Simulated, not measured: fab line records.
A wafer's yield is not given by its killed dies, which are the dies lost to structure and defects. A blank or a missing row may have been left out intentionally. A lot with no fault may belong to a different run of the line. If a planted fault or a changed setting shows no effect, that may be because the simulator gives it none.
fab line records + flow nand_harc
record
- lots=13
- wafers=38
- last_day=33
route steps=1302 shown A_CHANNEL_HOLE_D1@478 A_CHANNEL_FILL_D1@495 A_ONON_D2@551 END@1302
lots untouched by any fault: they come from a run of this same line in which no faults occurred
start_h: hours from the record's first day to the start of the lot's first wafer shown + wait_h: hours from the lot's prior step to this one + " identical to the entry in the row above + L1.1+2: one row covering several wafers at once + - no value, or no start was given + * or withheld: withheld + < > ~ a bound
route shown NAME@n: NAME is a module with steps in the file, n the number in the route of the first one + usual: mean/standard deviation of fault-free wafers + same: alike in all rows + chamber/n: place in a boat + sites: each site's reading + _std_site: how widely they spread, as a standard deviation + _edge_site: outer sites' mean less inner sites' + radius_mm: how far each site lies from the wafer's centre + mask NAME#n: copy n + behind: the tool/chamber that last shaped the wafer + hold: what put the lot on hold/how long, in hours/how the hold closed + device: the transistor (n, p or np) that didn't switch + end of line: tests of these same wafers at the route's end + where a step has no rows: the recipe by itself + killed: not the wafer's yield, but the dies lost to structure and defects at the first sort + map: dies across one wafer; x = killed, . = not, _ = none there
set.NAME: the setting that was run; set.NAME@STEP: the one run at that earlier step + model.NAME: the simulator's own value behind a step, which no gauge read
the route's steps for a sample of lots (tables are steps, rows are wafers)
services: a tool's chamber out of use, with start hour (start_h, from the record's first day; less than 0 if before it), hours out, and reason
## steps
# step NHARC_A_CHANNEL_HOLE_D1_ETCH_26
# recipe
- bias_v=300
- source_w=2000
- pressure_mtorr=30
- time_s=224.1
- ar_flow_sccm=375
- c4f8_flow_sccm=11.4
- o2_flow_sccm=113.6
- temp_c=-20
- target_depth_a=3000
- chemistry=C4F8/O2/Ar
# usual
- drypump_motor_current_A=5.43/0.18
- he_backside_leak_sccm=6.0/0.96
- showerhead_plenum_p_Torr=3.71/0.086
- throttle_valve_pct=24.584/0.01
# same
- time_s=224.1
| lot.wafer | tool        | chamber | start_h | wait_h | drypump_motor_current_A | he_backside_leak_sccm | rf_hours_counter_h | showerhead_plenum_p_Torr | throttle_valve_pct |
|-----------|-------------|---------|---------|--------|-------------------------|-----------------------|--------------------|--------------------------|--------------------|
| L729.3    | har_etch-01 | 0       | 182.36  | 0.5    | 5.71                    | 5.1                   | -                  | 3.78                     | 24.584             |
| L729.6    | "           | 0       | "       | "      | 5.71                    | 5.3                   | -                  | 3.78                     | 24.587             |
| L729.5    | "           | 1       | "       | "      | 5.41                    | 4.8                   | -                  | 3.69                     | 24.579             |
| L733.2    | har_etch-02 | 1       | 220.17  | 0.6    | 5.26                    | 7.2                   | 316                | 3.80                     | 24.591             |
| L733.4    | "           | 1       | "       | "      | 5.27                    | 7.2                   | -                  | 3.80                     | 24.591             |
| L733.5    | "           | 0       | "       | "      | 5.30                    | 6.7                   | -                  | 3.64                     | 24.575             |
| L734.2    | har_etch-01 | 0       | 230.39  | 0.6    | 5.71                    | 5.7                   | 114                | 3.77                     | 24.594             |
| L734.3    | "           | 1       | "       | "      | 5.39                    | 5.1                   | -                  | 3.68                     | 24.586             |
| L734.5    | "           | 1       | "       | "      | 5.39                    | 5.1                   | -                  | 3.68                     | 24.566             |
| L735.4    | har_etch-01 | 0       | 244.04  | 0.4    | 5.67                    | 5.5                   | -                  | 3.76                     | 24.595             |
| L735.5    | "           | 1       | "       | "      | 5.38                    | 5.0                   | -                  | 3.67                     | 24.601             |
| L735.6    | "           | 0       | "       | "      | 5.72                    | 5.0                   | -                  | 3.76                     | 24.586             |
| L737.4    | har_etch-02 | 1       | 267.67  | 0.5    | 5.26                    | 7.2                   | -                  | 3.79                     | 24.573             |
| L737.5    | "           | 1       | "       | "      | 5.27                    | 7.1                   | -                  | 3.79                     | 24.582             |
| L737.6    | "           | 0       | "       | "      | 5.25                    | 7.1                   | -                  | 3.62                     | 24.572             |
| L736.2    | har_etch-01 | 0       | 268.67  | 0.7    | 5.70                    | 5.7                   | 137                | 3.75                     | 24.592             |
| L736.1    | "           | 1       | "       | "      | 5.42                    | 5.0                   | 137                | 3.66                     | 24.590             |
| L736.3    | "           | 0       | "       | "      | 5.70                    | 5.3                   | -                  | 3.75                     | 24.566             |
| L739.2    | har_etch-01 | 0       | 283.60  | 0.6    | 5.68                    | 5.7                   | 145                | 3.75                     | 24.598             |
| L739.3    | "           | 0       | "       | "      | 5.70                    | 5.4                   | -                  | 3.75                     | 24.570             |
| L739.6    | "           | 1       | "       | "      | 5.40                    | 5.4                   | -                  | 3.66                     | 24.574             |
| L742.1    | har_etch-01 | 0       | 326.06  | 0.6    | 5.71                    | 5.6                   | 168                | 3.74                     | 24.588             |
| L742.3    | "           | 1       | "       | "      | 5.43                    | 5.2                   | -                  | 3.65                     | 24.571             |
| L742.4    | "           | 0       | "       | "      | 5.69                    | 5.4                   | -                  | 3.74                     | 24.597             |
| L746.1    | har_etch-02 | 0       | 351.86  | 0.7    | 5.22                    | 6.6                   | 400                | 3.59                     | 24.582             |
| L746.4    | "           | 1       | "       | "      | 5.25                    | 7.5                   | -                  | 3.76                     | 24.577             |
| L747.2    | har_etch-01 | 1       | 358.86  | 0.6    | 5.41                    | 5.4                   | 191                | 3.63                     | 24.576             |
| L747.3    | "           | 1       | "       | "      | 5.41                    | 5.3                   | -                  | 3.63                     | 24.596             |
| L747.5    | "           | 0       | "       | "      | 5.71                    | 5.7                   | -                  | 3.72                     | 24.603             |
| L749.1    | har_etch-01 | 0       | 384.35  | 0.6    | 5.73                    | 5.6                   | 202                | 3.72                     | 24.594             |
| L749.3    | "           | 1       | "       | "      | 5.35                    | 5.2                   | -                  | 3.63                     | 24.590             |
| L749.5    | "           | 0       | "       | "      | 5.70                    | 5.3                   | -                  | 3.72                     | 24.588             |
| L751.1    | har_etch-01 | 0       | 406.15  | 0.6    | 5.71                    | 5.7                   | 218                | 3.71                     | 24.568             |
| L751.4    | "           | 0       | "       | "      | 5.70                    | 5.6                   | -                  | 3.71                     | 24.581             |
| L751.5    | "           | 1       | "       | "      | 5.40                    | 5.4                   | -                  | 3.62                     | 24.598             |
| L752.2    | har_etch-02 | 0       | 416.35  | 0.7    | 5.26                    | 5.7                   | 19                 | 3.98                     | 24.584             |
| L752.3    | "           | 1       | "       | "      | 5.29                    | 4.6                   | -                  | 3.74                     | 24.578             |
| L752.6    | "           | 0       | "       | "      | 5.30                    | 5.8                   | -                  | 3.98                     | 24.563             |
# step NHARC_A_CHANNEL_FILL_D1_ALD_15
# recipe
- target_thk_a=20
- pulse_time_s=60
- ald_cycles=19
- temp_c=630
- pressure_torr=2
- material=SiNx
# usual
- precursor_pulse_height_rel=0.997/0.02
| lot.wafer | tool             | chamber | start_h | wait_h | precursor_pulse_height_rel |
|-----------|------------------|---------|---------|--------|----------------------------|
| L729.3    | ald_sin_batch-03 | 0       | -       | -      | 1.023                      |
| L729.5    | "                | 0       | "       | "      | 0.996                      |
| L729.6    | "                | 0       | "       | "      | 0.978                      |
| L733.2    | ald_sin_batch-02 | 0       | -       | -      | 1.010                      |
| L733.4    | "                | 0       | "       | "      | 1.017                      |
| L733.5    | "                | 0       | "       | "      | 0.976                      |
| L734.2    | ald_sin_batch-03 | 0       | 242.83  | 3.2    | 1.021                      |
| L734.3    | "                | 0       | "       | "      | 0.989                      |
| L734.5    | "                | 0       | "       | "      | 1.003                      |
| L735.4    | ald_sin_batch-01 | 0       | -       | -      | 1.008                      |
| L735.5    | "                | 0       | "       | "      | 0.979                      |
| L735.6    | "                | 0       | "       | "      | 0.994                      |
| L736.1    | ald_sin_batch-01 | 0       | -       | -      | 0.984                      |
| L736.2    | "                | 0       | "       | "      | 1.012                      |
| L736.3    | "                | 0       | "       | "      | 0.996                      |
| L737.4    | ald_sin_batch-01 | 0       | -       | -      | 0.988                      |
| L737.5    | "                | 0       | "       | "      | 0.988                      |
| L737.6    | "                | 0       | "       | "      | 0.985                      |
| L739.2    | ald_sin_batch-03 | 0       | -       | -      | 1.045                      |
| L739.3    | "                | 0       | "       | "      | 0.984                      |
| L739.6    | "                | 0       | "       | "      | 1.017                      |
| L742.1    | ald_sin_batch-01 | 0       | -       | -      | 0.967                      |
| L742.3    | "                | 0       | "       | "      | 0.981                      |
| L742.4    | "                | 0       | "       | "      | 0.982                      |
| L746.1    | ald_sin_batch-03 | 0       | -       | -      | 0.996                      |
| L746.4    | "                | 0       | "       | "      | 0.999                      |
| L747.2    | ald_sin_batch-03 | 0       | -       | -      | 0.979                      |
| L747.3    | "                | 0       | "       | "      | 1.020                      |
| L747.5    | "                | 0       | "       | "      | 1.013                      |
| L749.1    | ald_sin_batch-03 | 0       | -       | -      | 0.989                      |
| L749.3    | "                | 0       | "       | "      | 0.990                      |
| L749.5    | "                | 0       | "       | "      | 0.990                      |
| L751.1    | ald_sin_batch-02 | 0       | -       | -      | 1.003                      |
| L751.4    | "                | 0       | "       | "      | 0.998                      |
| L751.5    | "                | 0       | "       | "      | 1.013                      |
| L752.2    | ald_sin_batch-03 | 0       | -       | -      | 0.989                      |
| L752.3    | "                | 0       | "       | "      | 1.026                      |
| L752.6    | "                | 0       | "       | "      | 1.023                      |
# step NHARC_A_CHANNEL_FILL_D1_ETCHBACK_20
# recipe
- target_depth_a=270
- time_s=13.5
- c4f8_flow_sccm=withheld
- o2_flow_sccm=8
- ar_flow_sccm=withheld
- rf_w=600
- bias_w=1500
- chemistry=C4F8/O2/Ar
# usual
- oes_product_au=0.96/0.038
- rf_fwd_power_W=585.9/2.2
- rf_vpp_V=979/5.1
# same
- time_s=13.5
| lot.wafer | tool        | chamber | start_h | wait_h | oes_product_au | rf_fwd_power_W | rf_hours_counter_h | rf_vpp_V |
|-----------|-------------|---------|---------|--------|----------------|----------------|--------------------|----------|
| L729.3    | rie_diel-07 | 1       | 208.75  | -      | 1.00           | 586.1          | 4.9                | 970      |
| L729.6    | "           | 2       | "       | "      | 1.01           | 588.4          | -                  | 985      |
| L729.5    | "           | 3       | "       | "      | 1.00           | 589.2          | -                  | 979      |
| L733.4    | rie_diel-11 | 1       | 244.68  | -      | 0.94           | 585.3          | 7.4                | 986      |
| L733.2    | "           | 0       | "       | "      | 0.91           | 586.3          | 7.5                | 983      |
| L733.5    | "           | 1       | "       | "      | 0.94           | 586.1          | -                  | 989      |
| L734.3    | rie_diel-07 | 3       | 258.21  | -      | 0.96           | 586.3          | 7.2                | 979      |
| L734.2    | "           | 2       | "       | "      | 0.99           | 587.6          | 6.6                | 986      |
| L734.5    | "           | 3       | "       | "      | 0.96           | 588.3          | -                  | 979      |
| L735.4    | rie_diel-06 | 0       | 270.14  | -      | 0.91           | 585.2          | 5.4                | 979      |
| L735.6    | "           | 2       | "       | "      | 0.91           | 586.0          | -                  | 971      |
| L735.5    | "           | 3       | "       | "      | 0.92           | 586.5          | -                  | 982      |
| L737.4    | rie_diel-07 | 1       | 293.73  | -      | 1.01           | 584.1          | 9.8                | 970      |
| L737.5    | "           | 1       | "       | "      | 1.02           | 584.2          | -                  | 974      |
| L737.6    | "           | 2       | "       | "      | 1.02           | 583.1          | -                  | 984      |
| L736.2    | rie_diel-06 | 1       | 293.76  | -      | 0.91           | 587.6          | 8.9                | 978      |
| L736.3    | "           | 2       | "       | "      | 0.92           | 587.3          | 8.4                | 971      |
| L736.1    | "           | 3       | "       | "      | 0.91           | 585.5          | 8.3                | 982      |
| L739.2    | rie_diel-07 | 2       | 310.71  | -      | 1.01           | 585.3          | 0.3                | 985      |
| L739.3    | "           | 3       | "       | "      | 0.98           | 586.6          | 0.3                | 978      |
| L739.6    | "           | 2       | "       | "      | 1.01           | 585.8          | -                  | 985      |
| L742.3    | rie_diel-06 | 0       | 352.21  | -      | 0.98           | 582.5          | 1.4                | 980      |
| L742.1    | "           | 1       | "       | "      | 1.01           | 588.5          | 1.4                | 977      |
| L742.4    | "           | 2       | "       | "      | 1.00           | 584.9          | 2.1                | 971      |
| L746.4    | rie_diel-11 | 0       | 378.80  | -      | 0.94           | 585.9          | 4.8                | 981      |
| L746.1    | "           | 2       | "       | "      | 0.94           | 584.5          | 4.8                | 982      |
| L747.3    | rie_diel-07 | 1       | 388.16  | -      | 0.99           | 584.5          | 4.0                | 970      |
| L747.2    | "           | 2       | "       | "      | 1.00           | 582.8          | 3.8                | 986      |
| L747.5    | "           | 1       | "       | "      | 0.99           | 585.2          | -                  | 970      |
| L749.3    | rie_diel-06 | 3       | 411.75  | -      | 0.92           | 587.3          | 5.4                | 982      |
| L749.1    | "           | 0       | "       | "      | 0.93           | 584.6          | 4.2                | 980      |
| L749.5    | "           | 2       | "       | "      | 0.92           | 589.2          | -                  | 970      |
| L751.1    | rie_diel-07 | 2       | 430.37  | -      | 0.93           | 587.0          | 6.3                | 985      |
| L751.5    | "           | 2       | "       | "      | 0.93           | 586.0          | -                  | 985      |
| L751.4    | "           | 0       | "       | "      | 0.93           | 581.7          | -                  | 977      |
| L752.3    | rie_diel-06 | 1       | 443.65  | -      | 0.92           | 589.6          | 6.9                | 976      |
| L752.2    | "           | 3       | "       | "      | 0.92           | 583.5          | 7.1                | 982      |
| L752.6    | "           | 2       | "       | "      | 0.94           | 585.0          | -                  | 970      |
# step NHARC_A_ONON_D2_DEP_09
# recipe
- target_thk_a=10000
- n2_flow_sccm=2750
- n2o_flow_sccm=2000
- nh3_flow_sccm=500
- sih4_flow_sccm=210
- temp_c=400
| lot.wafer  | tool          | chamber | start_h | wait_h |
|------------|---------------|---------|---------|--------|
| L729.3+5+6 | pecvd_onon-02 | 0       | 271.35  | 0.2    |
| L733.2+4+5 | pecvd_onon-04 | 0       | 310.58  | 0.1    |
| L734.2+3+5 | pecvd_onon-02 | 0       | 318.34  | 0.1    |
| L735.4+5+6 | pecvd_onon-01 | 0       | 333.47  | 0.2    |
| L736.1+2+3 | pecvd_onon-01 | 0       | 354.51  | 0.1    |
| L737.4+5+6 | pecvd_onon-04 | 0       | 354.70  | 0.2    |
| L739.2+3+6 | pecvd_onon-01 | 0       | 372.39  | 0.1    |
| L742.1+3+4 | pecvd_onon-02 | 0       | 418.61  | 0.1    |
| L746.1+4   | pecvd_onon-02 | 0       | 435.86  | 0.1    |
| L747.2+3+5 | pecvd_onon-02 | 0       | 453.50  | 0.1    |
| L749.1+3+5 | pecvd_onon-02 | 0       | 469.46  | 0.1    |
| L751.1+4+5 | pecvd_onon-04 | 0       | 488.29  | 0.1    |
| L752.2+3+6 | pecvd_onon-01 | 0       | 513.03  | 0.1    |
# step NHARC_A_ONON_D2_THK_MEAS_11
# recipe
- thk_meas_gauge=ellipsometry
# usual
- thk_nm=1002/9.7
| lot.wafer | tool          | chamber | start_h | wait_h | thk_nm |
|-----------|---------------|---------|---------|--------|--------|
| L729.3    | film_metro-02 | -       | 271.74  | -      | 999    |
| L729.5    | "             | -       | "       | "      | 1001   |
| L729.6    | "             | -       | "       | "      | 999    |
| L733.2    | film_metro-02 | -       | 311.04  | -      | 1011   |
| L733.4    | "             | -       | "       | "      | 1011   |
| L733.5    | "             | -       | "       | "      | 1011   |
| L734.2    | film_metro-02 | -       | 318.80  | -      | 996    |
| L734.3    | "             | -       | "       | "      | 994    |
| L734.5    | "             | -       | "       | "      | 996    |
| L735.4    | film_metro-02 | -       | 333.82  | -      | 985    |
| L735.5    | "             | -       | "       | "      | 984    |
| L735.6    | "             | -       | "       | "      | 986    |
| L736.1    | film_metro-02 | -       | 355.02  | -      | 1000   |
| L736.2    | "             | -       | "       | "      | 1001   |
| L736.3    | "             | -       | "       | "      | 1002   |
| L737.4    | film_metro-01 | -       | 355.04  | -      | 1002   |
| L737.5    | "             | -       | "       | "      | 1002   |
| L737.6    | "             | -       | "       | "      | 1000   |
| L739.2    | film_metro-02 | -       | 372.84  | -      | 1007   |
| L739.3    | "             | -       | "       | "      | 1008   |
| L739.6    | "             | -       | "       | "      | 1008   |
| L742.1    | film_metro-02 | -       | 419.13  | -      | 1007   |
| L742.3    | "             | -       | "       | "      | 1006   |
| L742.4    | "             | -       | "       | "      | 1005   |
| L746.1    | film_metro-02 | -       | 436.36  | -      | 552    |
| L746.4    | "             | -       | "       | "      | 553    |
| L747.2    | film_metro-01 | -       | 453.96  | -      | 545    |
| L747.3    | "             | -       | "       | "      | 543    |
| L747.5    | "             | -       | "       | "      | 545    |
| L749.1    | film_metro-02 | -       | 469.96  | -      | 560    |
| L749.3    | "             | -       | "       | "      | 558    |
| L749.5    | "             | -       | "       | "      | 558    |
| L751.1    | film_metro-02 | -       | 488.80  | -      | 1013   |
| L751.4    | "             | -       | "       | "      | 1014   |
| L751.5    | "             | -       | "       | "      | 1013   |
| L752.2    | film_metro-01 | -       | 513.49  | -      | 1010   |
| L752.3    | "             | -       | "       | "      | 1012   |
| L752.6    | "             | -       | "       | "      | 1011   |
# step NHARC_END_SORT_01
# recipe
- temp_c=25
# usual
- killed_at_array=52/18
- killed_at_other=1.0/1.4
- killed_at_periphery=3.1/2.3
- killed_dies=56/17
- killed_open=3.0/1.7
- killed_short=2.5/1.7
# same
- gross_dies=677
| lot.wafer | tool      | chamber | start_h | wait_h | killed_at_array | killed_at_other | killed_at_periphery | killed_dies | killed_open | killed_short |
|-----------|-----------|---------|---------|--------|-----------------|-----------------|---------------------|-------------|-------------|--------------|
| L746.1    | prober-01 | 0       | 709.87  | 2.5    | 675             | 0               | 2                   | 677         | 1           | 2            |
| L746.4    | prober-01 | 0       | 712.25  | 3.4    | 674             | 0               | 3                   | 677         | 4           | 2            |
| L747.2    | prober-01 | 0       | 739.22  | 2.8    | 672             | 1               | 4                   | 677         | 3           | 1            |
| L747.3    | prober-01 | 0       | 740.02  | 3.1    | 673             | 0               | 4                   | 677         | 5           | 3            |
| L747.5    | prober-01 | 0       | 741.60  | 3.7    | 675             | 0               | 2                   | 677         | 0           | 2            |
| L749.1    | prober-01 | 0       | 746.15  | 2.5    | 673             | 1               | 3                   | 677         | 3           | 1            |
| L749.3    | prober-01 | 0       | 747.73  | 3.1    | 676             | 0               | 1                   | 677         | 4           | 3            |
| L749.5    | prober-01 | 0       | 749.31  | 3.7    | 676             | 0               | 1                   | 677         | 3           | 0            |
# killed by level:class
L746.1 A_ONON_D2:area_dep=626 A_CHANNEL_HOLE_D1:chamber_film_flake=31 A_CONTACT:chamber_film_flake=7 A_STAIRCASE:chamber_film_flake=5 A_SLIT:chamber_film_flake=3 P_CONTACT:geometric_particle:short=1 A_CHANNEL_FILL_D1:geometric_particle:short=1 A_M0:geometric_particle:open=1
L746.4 A_ONON_D2:area_dep=633 A_CHANNEL_HOLE_D1:chamber_film_flake=20 A_STAIRCASE:chamber_film_flake=6 A_CONTACT:chamber_film_flake=6 A_SLIT:chamber_film_flake=3 P_STI:geometric_particle:open=1 P_CONTACT:geometric_particle:open=1 A_CHANNEL_FILL_D1:geometric_particle:open=1
L747.2 A_ONON_D2:area_dep=604 A_SLIT:chamber_film_flake=26 A_CHANNEL_HOLE_D2:chamber_film_flake=22 A_CHANNEL_HOLE_D1:chamber_film_flake=5 A_CONTACT:chamber_film_flake=4 A_WL_FILL:chamber_film_flake=4 A_STAIRCASE:chamber_film_flake=2 P_CONTACT:geometric_particle:open=1
L747.3 A_ONON_D2:area_dep=611 A_SLIT:chamber_film_flake=23 A_CHANNEL_HOLE_D1:chamber_film_flake=13 A_CHANNEL_HOLE_D2:chamber_film_flake=11 A_CONTACT:chamber_film_flake=4 P_GATE:chamber_film_flake=2 P_M1:geometric_particle:open=1 A_CHANNEL_HOLE_D1:geometric_particle:open=1
L747.5 A_ONON_D2:area_dep=617 A_SLIT:chamber_film_flake=24 A_CHANNEL_HOLE_D2:chamber_film_flake=22 A_CHANNEL_HOLE_D1:chamber_film_flake=6 A_CHANNEL_FILL_D1:chamber_film_flake=3 P_STI:geometric_particle:short=1 P_M0:geometric_particle:short=1 A_DECK1_JOINT:chamber_film_flake=1
L749.1 A_ONON_D2:area_dep=621 A_SLIT:chamber_film_flake=16 A_CHANNEL_HOLE_D2:chamber_film_flake=16 A_CHANNEL_HOLE_D1:chamber_film_flake=7 A_STAIRCASE:chamber_film_flake=7 A_CONTACT:chamber_film_flake=3 P_CONTACT:geometric_particle:open=1 P_M0:geometric_particle:open=1
L749.3 A_ONON_D2:area_dep=603 A_SLIT:chamber_film_flake=29 A_CHANNEL_HOLE_D2:chamber_film_flake=20 A_CHANNEL_HOLE_D1:chamber_film_flake=8 A_STAIRCASE:chamber_film_flake=5 A_DECK1_JOINT:chamber_film_flake=2 A_CONTACT:chamber_film_flake=2 A_CHANNEL_FILL_D1:geometric_particle:open=1
L749.5 A_ONON_D2:area_dep=612 A_CHANNEL_HOLE_D2:chamber_film_flake=24 A_SLIT:chamber_film_flake=19 A_CHANNEL_HOLE_D1:chamber_film_flake=11 A_STAIRCASE:chamber_film_flake=6 P_M0:geometric_particle:open=1 A_SOURCE_PLATE:geometric_particle:open=1 A_SGD_CUT:geometric_particle:open=1
## services
| tool             | chamber | start_h | hours | kind   |
|------------------|---------|---------|-------|--------|
| rie_diel-06      | 0       | 165.36  | 2.0   | repair |
| pecvd_onon-02    | -       | 185.34  | 13.0  | pm     |
| pecvd_onon-01    | -       | 269.00  | 13.0  | pm     |
| pecvd_onon-04    | -       | 276.09  | 0.7   | repair |
| rie_diel-06      | -       | 279.08  | 1.6   | repair |
| rie_diel-07      | -       | 294.27  | 9.0   | pm     |
| rie_diel-06      | -       | 307.22  | 9.0   | pm     |
| pecvd_onon-04    | -       | 311.24  | 13.0  | pm     |
| rie_diel-06      | 0       | 365.45  | 3.4   | repair |
| pecvd_onon-02    | -       | 366.34  | 13.0  | pm     |
| har_etch-02      | -       | 379.55  | 17.0  | pm     |
| rie_diel-07      | 0       | 393.57  | 3.6   | repair |
| rie_diel-07      | 3       | 426.03  | 10.1  | repair |
| rie_diel-06      | 3       | 433.75  | 5.8   | repair |
| rie_diel-07      | 1       | 437.13  | 12.1  | repair |
| rie_diel-06      | 0       | 439.41  | 8.5   | repair |
| pecvd_onon-01    | -       | 450.00  | 13.0  | pm     |
| rie_diel-06      | 1       | 456.94  | 2.4   | repair |
| rie_diel-07      | -       | 471.27  | 9.0   | pm     |
| rie_diel-06      | 1       | 478.79  | 8.3   | repair |
| rie_diel-06      | -       | 484.22  | 9.0   | pm     |
| pecvd_onon-04    | -       | 492.24  | 13.0  | pm     |
| ald_sin_batch-01 | -       | 506.00  | 26.0  | pm     |
| rie_diel-06      | 0       | 510.99  | 9.3   | repair |
## key
first_sign
- step=NHARC_A_ONON_D2_THK_MEAS_11
- reading=thk_nm
- direction=down
- sigmas=47
- usual=1002
- struck=552
effect
- step=NHARC_END_SORT_01
- reading=killed_dies
- direction=up
- sigmas=36
- usual=56
- struck=677
more_kills_born_at
- NHARC_A_ONON_D2_DEP_09@pecvd_onon-02=4927
met_at NHARC_A_ONON_D2_DEP_09
struck_lots L746,L747,L749
struck_wafers L746.1,L746.4,L747.2,L747.3,L747.5,L749.1,L749.3,L749.5
later_rows_left_out L746.1,L746.4,L747.2,L747.3,L747.5,L749.1,L749.3,L749.5
tester_left_out L746,L747,L749
not_acting_at NHARC_A_CHANNEL_HOLE_D1_ETCH_26,NHARC_A_CHANNEL_FILL_D1_ALD_15,NHARC_A_CHANNEL_FILL_D1_ETCHBACK_20
onset_between 418.61 435.86
fault
- kind=process_parameter_drift
- tool=pecvd_onon-02
- chamber=0
- onset_h=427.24
- steps=NHARC_A_ONON_D2_DEP_09
- channel=target_thk_a
- offset=*
- shape=step
- end_h=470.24
- acts_in=*
- stated=*
# tester_left_out: of these lots the tester's yield and bins aren't shown, on N5 and GAA mostly nor the transistor test; their killed dies are dies lost to structure and defects alone, not to doping, threshold or leakage, so they don't give the yield
# later_rows_left_out: the simulator's readings of these wafers behind a module that went badly wrong aren't trusted and aren't shown, but for the sort
